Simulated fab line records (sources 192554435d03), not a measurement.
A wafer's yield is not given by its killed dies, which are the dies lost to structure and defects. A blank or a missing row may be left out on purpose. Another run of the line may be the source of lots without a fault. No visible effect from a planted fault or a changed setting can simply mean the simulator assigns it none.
A struck lot beside a sound one	flow n5_finfet	18 out of 1938 route steps
Sound: wafers L579.3, L579.4, L579.5. Struck: wafer L585.1 (L585.2, L585.5, from the same lot, were not struck and are left out); the cause is given at the end.
Each step with rows lists, per side, the tool, then ch with its chambers, then its first start. Under that, the readings that differ: sound wafers	struck wafers	difference of the means	sigmas: that difference in standard deviations of wafers without a fault.
alike: same words and numbers on both sides, and readings whose means sit less than 2 such deviations apart. not compared: any withheld reading, any reading some wafer has no value for, any bound like >300 that may hide the same value, and any number with overlapping values for which the record gives no deviation.
Wherever a step has rows on one side only, a row that says differs or no value, or a row with sigmas, the two part there. Non-overlapping numbers with no deviation appear without sigmas and do not part them. A reading missing from all wafers of one side parts the sides only when that side holds two or more wafers.

first, 3 steps without rows for these wafers: N5_BEOL_M15_ETCH_61 (etches BARC in N2/H2, target depth 89 nm, overetch 26.7 nm, time 67.9 s); N5_BEOL_M15_TRENCH_ETCH_34 (etches SiO2 in C4F8/O2/Ar, target depth 872.93 nm, time 199 s); N5_BEOL_M15_STRIP_36 (strips in O2).
N5_BEOL_M15_STRIP_62: strips in O2.
  sound on rie_diel-02 ch 0,1,3; struck on rie_diel-04 ch 1
reading	sound	struck	difference	sigmas
temp_c (C)	60.18 60.09 59.90	59.63	-0.43	-3
  alike: drypump_motor_current_A, oes_product_au, rf_vpp_V, showerhead_plenum_p_Torr, throttle_valve_pct
  not compared: rf_hours_counter_h
then, 1 step without rows for these wafers: N5_BEOL_M15_STRIP_37 (strips in O2).
N5_BEOL_M15_ETCH_38: etches SiCN in CF4/N2, target depth 106.4 nm, time 120.5 s.
  sound on rie_diel-02 ch 0,1,3; struck on rie_diel-04 ch 1
  alike: drypump_motor_current_A, oes_product_au, rf_vpp_V, showerhead_plenum_p_Torr, throttle_valve_pct
  not compared: rf_hours_counter_h
then, 2 steps without rows for these wafers: N5_BEOL_M15_PRECLEAN_39 (cleans in residue remover, time 60 s); N5_BEOL_M15_SRD_40 (time 30 s, dry time 30 s).
N5_BEOL_M15_DEGAS_41: time 60 s.
  sound: pvd_sputter-02 at day 13 14:58; struck: pvd_sputter-02 at day 15 17:23
  alike: heater_power_w
N5_BEOL_M15_PRE_CLEAN_42: time 30 s.
  sound: pvd_sputter-02 at day 13 15:00; struck: pvd_sputter-02 at day 15 17:26
  alike: heater_power_w
then, 1 step without rows for these wafers: N5_BEOL_M15_SPUTTER_43 (material TaN, target thk 15 nm, time 24.19 s).
N5_BEOL_M15_SPUTTER_44: material Ta, target thk 15 nm, time 24.19 s.
  sound: pvd_sputter-02 at day 13 15:07; struck: pvd_sputter-02 at day 15 17:33
reading	sound	struck	difference	sigmas
model.Ta_of_BEOL_M15_SPUTTER_44.thk_nm (nm)	14.8 15.2 15	25.4	+10.4	
  alike: bias_v, throttle_valve_pct
N5_BEOL_M15_SPUTTER_45: material Cu, target thk 100 nm, time 16.67 s.
  sound: pvd_sputter-02 at day 13 15:12; struck: pvd_sputter-02 at day 15 17:38
  alike: bias_v, throttle_valve_pct
then, 2 steps without rows for these wafers: N5_BEOL_M15_ECD_47 (material Cu, target thk 1860 nm); N5_BEOL_M15_ANNEAL_48 (time 90 s).
N5_BEOL_M15_CMP_49: polishes, stops on SiO2, t overpolish 4.9 s, target thk 850 nm.
  sound on cmp-01 ch 0,2, day 13 16:07; struck on cmp-04 ch 3, day 15 18:23
reading	sound	struck	difference	sigmas
barrier_field_endpoint_s (s)	11.35 11.41 11.45	14.81	+3.41	+14
  alike: motor_current_A
N5_BEOL_M15_THK_MEAS_50: measures by xrf.
  sound: film_metro-01 at day 13 16:23; struck: film_metro-02 at day 15 18:36
  alike: M15_THK
N5_PASSIVATION_PROBE_49:
  sound wafers here have rows in the record (prober-01, day 14 09:15); struck ones have none

WHERE THEY PART
First at N5_BEOL_M15_STRIP_62; last, within this record, at N5_PASSIVATION_PROBE_49.

WHY: the cause the simulator had injected
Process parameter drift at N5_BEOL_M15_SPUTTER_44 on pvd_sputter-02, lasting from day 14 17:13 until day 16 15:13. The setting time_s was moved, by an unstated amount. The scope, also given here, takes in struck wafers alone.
